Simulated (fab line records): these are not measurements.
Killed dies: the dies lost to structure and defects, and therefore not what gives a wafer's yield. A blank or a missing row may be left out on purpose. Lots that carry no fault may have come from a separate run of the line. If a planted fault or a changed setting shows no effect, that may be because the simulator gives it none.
Problem report, 8D (eight disciplines) form, completed by code :: flow n5-finfet :: the parts of the form that need people (team, actions taken, sign-off) are left out

1. THE PROBLEM
At N5_BEOL_M1_OCD_MEAS_38, trench-depth-nm averages 38.8 nm over 2 wafers from 2 lots, while fault-free wafers read 55.6 nm, standard deviation 1.2. That puts it -14 standard deviations away from the usual mean.
First seen on wafer L678.6, day 7 04:21, on ocd-02. Wafers with a number at this step in the record: 22, from 8 lots. Rule for "out", or "out of limits": more than 4 standard deviations from the usual mean. Any other wafer with a number is counted as sound.

2. WHAT IT IS, WHAT IT ISN'T
question: which readings at this step
is: trench-depth-nm
is not: -

question: which lots
is: L678, L684
is not: L674, L676, L694, L695, L696, L697

question: which wafers of those lots
is: L678.6, L684.4
is not: L678.2, L684.2

question: read on which gauges
is: ocd-02
is not: ocd-01

question: when
is: from day 7 04:21
is not: up to then (7 sound wafers); but 13 sound wafers of L684, L694, L695, L696, L697 came after

3. SUSPECTS, AND WHAT RULES EACH OUT
Counting: any tool at a process step up to the reading remains a suspect provided it ran every lot that is out. Sound lots after the first of them don't rule it out here, since some wafers of a struck lot are sound.
- ruled out: the gauge at N5_BEOL_M1_OCD_MEAS_38. All the wafers that are out were read on ocd-02, but those of them that N5_BEOL_M1_TRENCH_ETCH_37 has rows for are out there too, on other tools.
- rie-diel-03 at N5_BEOL_M1_VIA_ETCH_34 (etches the open film in C4F6/O2, target depth 67.8 nm, time 64.4 s): kept. Every lot that is out went through it, the first being L678 (day 7 04:05); the last sound lot it ran before that was L676 (day 6 13:13).
- rie-diel-03 at N5_BEOL_M1_TRENCH_ETCH_37 (etches SiOC in C4F6/O2, target depth 55.207 nm, time 29 s): kept. Every lot that is out went through it, the first being L678 (day 7 04:11); the last sound lot it ran before that was L676 (day 6 13:19). Its own readings are out on those wafers: run-length-s.
- rie-diel-03 at N5_BEOL_M1_ETCH_41 (etches SiCN in CH3F/O2, target depth 31.9 nm, time 57.8 s): kept. Every lot that is out went through it, the first being L678 (day 7 04:21); the last sound lot it ran before that was L676 (day 6 13:28). With no start given for some of its lots, N5_BEOL_M1_ETCH_41 uses the hours and lot order of N5_BEOL_M1_OCD_MEAS_38.
- rie-diel-03 at N5_BEOL_M1_STRIP_97 (strips in N2/H2, time 10 s): kept. Every lot that is out went through it, the first being L678 (day 7 04:21); the last sound lot it ran before that was L676 (day 6 13:28). With no start given for some of its lots, N5_BEOL_M1_STRIP_97 uses the hours and lot order of N5_BEOL_M1_OCD_MEAS_38.
- The sound lot-mates ran in chamber 2 of rie-diel-03 at N5_BEOL_M1_VIA_ETCH_34, but the wafers that are out ran in chamber 0.
- The sound lot-mates ran in chamber 2 of rie-diel-03 at N5_BEOL_M1_TRENCH_ETCH_37, but the wafers that are out ran in chamber 0.
- The sound lot-mates ran in chamber 2 of rie-diel-03 at N5_BEOL_M1_ETCH_41, but the wafers that are out ran in chamber 0.
- The sound lot-mates ran in chamber 2 of rie-diel-03 at N5_BEOL_M1_STRIP_97, but the wafers that are out ran in chamber 0.
Left after counting: rie-diel-03 at N5_BEOL_M1_VIA_ETCH_34, rie-diel-03 at N5_BEOL_M1_TRENCH_ETCH_37, rie-diel-03 at N5_BEOL_M1_ETCH_41, rie-diel-03 at N5_BEOL_M1_STRIP_97.

4. THE CAUSE (what the simulator had put in)
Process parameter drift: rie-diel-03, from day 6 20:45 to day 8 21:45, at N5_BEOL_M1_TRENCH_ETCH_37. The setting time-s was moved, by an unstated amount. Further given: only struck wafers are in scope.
This tool is one of the 4 suspects left after counting.

5. THE EFFECT CHAIN, in route order
Rows list readings where the struck wafers' mean (over those with a number) sits beyond 3 standard deviations from the usual. Only readings whose record carries a usual standard deviation are examined. hours: median over the lots of the time between each lot's start at the first step of this table that gives one and its start at this step. sigmas: the change, counted in usual standard deviations.
hours: 0
step: N5_BEOL_M1_TRENCH_ETCH_37
reading: run-length-s
usual: 52.2 s
on struck wafers: 42.7
change: -9.5
sigmas: -24

hours: 0
step: N5_BEOL_M1_OCD_MEAS_38
reading: trench-depth-nm
usual: 55.6 nm
on struck wafers: 38.8
change: -16.8
sigmas: -14
The process steps in it:
- N5_BEOL_M1_TRENCH_ETCH_37: etches SiOC in C4F6/O2, target depth 55.207 nm, time 29 s.
Later steps that measure or inspect, where all struck wafers having a row at the step show a number for every such reading and not one has moved that far: N5_BEOL_M4_RC_MEAS_101.

6. HOW IT WOULD HAVE BEEN CAUGHT EARLIER
8 hours passed between the start of the fault at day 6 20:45 and the first reading out of limits at a measuring or inspecting step in this record, taken at day 7 04:21.
The tool's own readings at N5_BEOL_M1_TRENCH_ETCH_37 were out on every struck wafer that the step has a row for (run-length-s): an alarm limit on them would have fired on the first of those.
Lots out: 2; of these, L684 started N5_BEOL_M1_TRENCH_ETCH_37 on rie-diel-03 after day 7 04:21. Putting the tool on hold at that point would have spared it.
